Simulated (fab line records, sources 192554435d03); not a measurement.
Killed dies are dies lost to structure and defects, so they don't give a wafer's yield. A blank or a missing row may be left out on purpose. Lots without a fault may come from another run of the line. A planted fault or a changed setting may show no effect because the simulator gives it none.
Problem report in the 8D (eight disciplines) form, filled by code | flow n5_finfet | the parts of the form that need people (team, actions taken, sign-off) are left out

1. THE PROBLEM
killed_at_M0_to_M3 at N5_PASSIVATION_PROBE_49 reads a mean of 756 on 2 wafers of 1 lot; wafers without a fault read 34 with a standard deviation of 9.1. That is +79 standard deviations from the usual mean.
First seen on wafer L221.5, day 14 21:44, on prober-02. The record holds 3 wafers of 1 lot with a number at this step. Rule for "out", or "out of limits": more than 4 standard deviations from the usual mean. The other wafers with a number count as sound.

2. WHAT IT IS AND WHAT IT IS NOT
question                    | is                                                                                                                                        | is not
which readings at this step | killed_at_M0_to_M3, defect_limited_yield, killed_dies, killed_on_rim, sort_bin_5_function, sort_bin_6_memory, sort_n_pass, sort_yield_pct | killed_at_contacts, killed_at_front_end, killed_at_other, killed_open, sort_bin_8_speed
which lots                  | L221                                                                                                                                      | -
which wafers of those lots  | L221.5, L221.6                                                                                                                            | L221.3
read on which tools         | prober-02                                                                                                                                 | -
when                        | from day 14 21:44                                                                                                                         | up to then (1 sound wafer)

3. SUSPECTS, AND WHAT RULES EACH OUT
Counting: a tool at a process step up to the reading stays a suspect if it ran every lot that is out. Sound lots after the first of them don't rule it out here, since some wafers of a struck lot are sound.
- euv_scanner-01 at N5_BEOL_M2_EXPOSE_08 (exposes mask M2): kept. It ran the lot that is out, L221 (day 9 02:27).
- ald_hk-01 at N5_MIM_TOP_ALD_02 (deposits Al2O3, purge time 3 s, co reactant pulse time 3 s): kept. It ran the lot that is out, L221 (day 14 09:02). N5_MIM_TOP_ALD_02 gives no start for some lots, so the hours and the order of its lots are those of N5_MIM_TOP_ETCH_ETCH_00.
- rie_metal-03 at N5_MIM_TOP_ETCH_ETCH_00 (etches TiN in Cl2/BCl3, target depth 38.5 nm): kept. It ran the lot that is out, L221 (day 14 09:02).
- pvd_sputter-03 at N5_PASSIVATION_SPUTTER_20 (material TaN, target thk 50 nm): kept. It ran the lot that is out, L221 (day 14 15:07).
- prober-02 at N5_PASSIVATION_PROBE_49: kept. It ran the lot that is out, L221 (day 14 21:38). Its own readings are out on those wafers: defect_limited_yield, killed_at_M0_to_M3, killed_dies, killed_on_rim, sort_bin_5_function, sort_bin_6_memory, sort_n_pass, sort_yield_pct.
Left after counting: euv_scanner-01 at N5_BEOL_M2_EXPOSE_08, ald_hk-01 at N5_MIM_TOP_ALD_02, rie_metal-03 at N5_MIM_TOP_ETCH_ETCH_00, pvd_sputter-03 at N5_PASSIVATION_SPUTTER_20, prober-02 at N5_PASSIVATION_PROBE_49.

4. THE CAUSE (what the simulator had put in)
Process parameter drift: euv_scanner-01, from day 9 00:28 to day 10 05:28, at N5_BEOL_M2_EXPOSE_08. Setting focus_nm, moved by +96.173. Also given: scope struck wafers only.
Counting left 5 suspects, and this tool is among them.

5. THE CHAIN OF EFFECTS, in route order
Each row: a reading whose mean over the struck wafers that have a number lies more than 3 standard deviations from the usual. Only readings for which the record gives a usual standard deviation are gone through. hours: the time from each lot's start at the first step in this table that gives one to its start at this step, as a median over the lots. sigmas: the change in usual standard deviations.
hours | step                    | reading              | usual  | on struck wafers | change | sigmas
0     | N5_PASSIVATION_PROBE_49 | defect_limited_yield | 91.0 % | 27.8             | -63.2  | -42
0     | N5_PASSIVATION_PROBE_49 | killed_at_M0_to_M3   | 34     | 756              | +722   | +79
0     | N5_PASSIVATION_PROBE_49 | killed_dies          | 106    | 853              | +747   | +44
0     | N5_PASSIVATION_PROBE_49 | killed_on_rim        | 14     | 107              | +93    | +22
0     | N5_PASSIVATION_PROBE_49 | sort_bin_5_function  | 5.2 %  | 45.0             | +39.8  | +42
0     | N5_PASSIVATION_PROBE_49 | sort_bin_6_memory    | 3.4 %  | 21.6             | +18.2  | +26
0     | N5_PASSIVATION_PROBE_49 | sort_n_pass          | 1074   | 327              | -747   | -44
0     | N5_PASSIVATION_PROBE_49 | sort_yield_pct       | 91.0 % | 27.8             | -63.2  | -42
The process steps in it:
- N5_PASSIVATION_PROBE_49

6. WHAT WOULD HAVE CAUGHT IT SOONER
In this record the first reading out of limits was taken at day 14 21:44, 141 hours after the fault began at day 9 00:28.
All the lots that are out (1) had begun N5_BEOL_M2_EXPOSE_08 on euv_scanner-01 by day 14 21:44. A hold on the tool at that time would have spared none of them.
